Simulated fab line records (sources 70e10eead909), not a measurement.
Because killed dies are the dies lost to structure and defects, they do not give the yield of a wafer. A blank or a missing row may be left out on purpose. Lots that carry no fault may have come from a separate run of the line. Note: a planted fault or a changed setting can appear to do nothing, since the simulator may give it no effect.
Matching of chambers    flow nand_harc    NHARC_P_M2_DESCUM_14 on rie_diel-07 has 4 sister chambers
The step chemistry O2, time 3 s. 7 wafers are shown with their chamber, then 7 later ones without.

## WAFERS, EACH WITH ITS CHAMBER
wafer   chamber  oes_product_au (a.u.)  rf_vpp_V (V)
L353.6  3        1.000                  58.9
L355.5  3        1.005                  57.6
L362.4  1        0.988                  56.7
L361.2  0        0.991                  57.0
L361.6  2        0.991                  58.9
L368.2  0        1.005                  58.6
L368.3  2        0.996                  60.7

## WAFERS WHOSE CHAMBER IS MISSING
wafer   oes_product_au (a.u.)  rf_vpp_V (V)
L368.5  0.996                  57.3
L374.3  1.006                  57.1
L374.5  1.006                  57.2
L374.6  1.007                  57.0
L376.2  1.001                  57.0
L376.3  0.999                  58.1
L376.5  1.000                  57.5

## EACH ONE'S CHAMBER
wafer   from the rows above                in truth
L368.5  can't be placed: 0 or 3 or 1 or 2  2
L374.3  can't be placed: 3 or 0 or 1 or 2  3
L374.5  can't be placed: 3 or 0 or 1 or 2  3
L374.6  can't be placed: 3 or 0 or 1 or 2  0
L376.2  can't be placed: 0 or 3 or 1 or 2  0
L376.3  can't be placed: 0 or 3 or 2 or 1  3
L376.5  can't be placed: 0 or 3 or 1 or 2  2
0 of 7 placed correctly. Unplaceable from these rows: 7, with the true chamber sitting among the candidates in 7. 0 placed wrongly.
How it was worked out, from the rows above alone: a wafer's distance from a chamber is the root of the sum, over the readings, of the square of ((its reading less the chamber's mean) divided by the reading's scatter). The wafer belongs to the nearest chamber; if the next one is less than 2 further off, it can't be placed. Each chamber's mean is taken over the wafers shown for it. The scatter: the root of (the sum of the squares of (reading less its chamber's mean) over the shown wafers, divided by (wafers less chambers)).
